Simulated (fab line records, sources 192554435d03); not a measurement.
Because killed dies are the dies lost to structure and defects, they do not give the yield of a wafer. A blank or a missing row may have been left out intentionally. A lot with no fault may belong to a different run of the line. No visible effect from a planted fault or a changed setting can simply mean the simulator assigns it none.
Matching of chambers | flow n5-finfet | rie-diel-06 running N5_BEOL_M8_VIA_ETCH_34: 4 sister chambers
The step etches SiCOH lowk in C4F6/O2, target depth 125.5 nm, time 50.5 s. 16 wafers are shown with their chamber, then 8 later ones without.

WAFERS PAIRED WITH THEIR CHAMBERS
wafer  | chamber | drypump-motor-current-A (A) | rf-vpp-V (V) | showerhead-plenum-p-Torr (Torr)
L074.4 | 3       | 6.6                         | 667          | 2.88
L074.5 | 0       | 6.2                         | 656          | 2.80
L074.6 | 1       | 4.9                         | 686          | 2.72
L077.1 | 2       | 5.4                         | 665          | 2.77
L077.2 | 0       | 6.2                         | 654          | 2.80
L077.5 | 1       | 4.8                         | 688          | 2.72
L079.3 | 0       | 6.3                         | 654          | 2.79
L079.4 | 3       | 6.6                         | 667          | 2.87
L079.5 | 2       | 5.4                         | 666          | 2.76
L081.2 | 3       | 6.6                         | 666          | 2.87
L081.4 | 0       | 6.2                         | 655          | 2.79
L081.5 | 1       | 4.8                         | 688          | 2.71
L086.3 | 3       | 6.6                         | 667          | 2.87
L086.4 | 1       | 4.8                         | 688          | 2.71
L086.5 | 0       | 6.2                         | 654          | 2.79
L091.1 | 2       | 5.4                         | 666          | 2.75

SIGNATURES (means of the wafers above)
reading                  | chamber 0 | chamber 1 | chamber 2 | chamber 3 | scatter within a chamber
drypump-motor-current-A  | 6.220     | 4.825     | 5.400     | 6.600     | 0.0359
rf-vpp-V                 | 654.60    | 687.50    | 665.67    | 666.75    | 0.797
showerhead-plenum-p-Torr | 2.7940    | 2.7150    | 2.7600    | 2.8725    | 0.00642
Rule: distance of a wafer from a chamber = root of the sum over the readings of ((wafer's reading minus chamber's mean) / reading's scatter) squared. If the next closest chamber is less than 2 further off than the closest, the wafer can't be placed; otherwise it belongs to the closest. The scatter is the square root of a quotient: the sum, over the shown wafers, of each reading's squared deviation from its chamber's mean, divided by wafers minus chambers.

WAFERS WHOSE CHAMBER IS MISSING
wafer  | drypump-motor-current-A (A) | rf-vpp-V (V) | showerhead-plenum-p-Torr (Torr)
L091.2 | 6.6                         | 665          | 2.86
L091.3 | 6.2                         | 653          | 2.78
L093.2 | 4.8                         | 687          | 2.70
L093.3 | 6.2                         | 654          | 2.78
L093.4 | 5.4                         | 666          | 2.75
L097.2 | 6.6                         | 666          | 2.86
L097.4 | 5.4                         | 665          | 2.75
L097.5 | 6.6                         | 666          | 2.86

THE CHAMBER EACH PASSED THROUGH
wafer  | from the rows above | in truth
L091.2 | 3                   | 3
L091.3 | 0                   | 0
L093.2 | 1                   | 1
L093.3 | 0                   | 0
L093.4 | 2                   | 2
L097.2 | 3                   | 3
L097.4 | 2                   | 2
L097.5 | 3                   | 3
Correctly placed: 8 of 8. Not placeable from these rows: 0. Wrongly placed: 0.
